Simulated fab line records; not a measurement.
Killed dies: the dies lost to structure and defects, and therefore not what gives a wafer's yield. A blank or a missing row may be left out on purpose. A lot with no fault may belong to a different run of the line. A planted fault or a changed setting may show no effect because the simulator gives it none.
Chamber matching :: flow n5 finfet :: N5_BEOL_M0_CO_CAP_123 on cvd co-02 has 3 sister chambers
The step material Co, precursor CCTBA/H2, target thk 2 nm, time 102.1 s. 6 wafers are shown with their chamber, then 7 later ones without.

## WAFERS PAIRED WITH THEIR CHAMBERS
wafer: L123.2
chamber: 2
heater power w (W): 255

wafer: L128.4
chamber: 2
heater power w (W): 248

wafer: L130.1
chamber: 0
heater power w (W): 212

wafer: L130.6
chamber: 1
heater power w (W): 233

wafer: L132.1
chamber: 0
heater power w (W): 214

wafer: L132.2
chamber: 1
heater power w (W): 231

## WAFERS WHOSE CHAMBER IS MISSING
wafer: L132.6
heater power w (W): 232

wafer: L136.3
heater power w (W): 237

wafer: L136.4
heater power w (W): 233

wafer: L136.5
heater power w (W): 211

wafer: L143.1
heater power w (W): 234

wafer: L143.2
heater power w (W): 253

wafer: L143.4
heater power w (W): 235

## WHICH CHAMBER EACH ONE RAN IN
wafer: L132.6
from the rows above: 1
in truth: 1

wafer: L136.3
from the rows above: 1
in truth: 1

wafer: L136.4
from the rows above: 1
in truth: 1

wafer: L136.5
from the rows above: 0
in truth: 0

wafer: L143.1
from the rows above: 1
in truth: 1

wafer: L143.2
from the rows above: 2
in truth: 2

wafer: L143.4
from the rows above: 1
in truth: 1
Placed correctly: 7 of 7. Number that these rows cannot place: 0. Number placed wrongly: 0.
How it was worked out, from the rows above alone: a wafer's distance from a chamber is the root of the sum, over the readings, of the square of ((its reading less the chamber's mean) divided by the reading's scatter). The wafer belongs to the nearest chamber; if the next one is less than 2 further off, it can't be placed. For every chamber, the mean is computed from those of its wafers that are shown. The scatter: take each reading less its chamber's mean, square it, sum over the shown wafers, divide by the number of wafers less the number of chambers, and take the root.
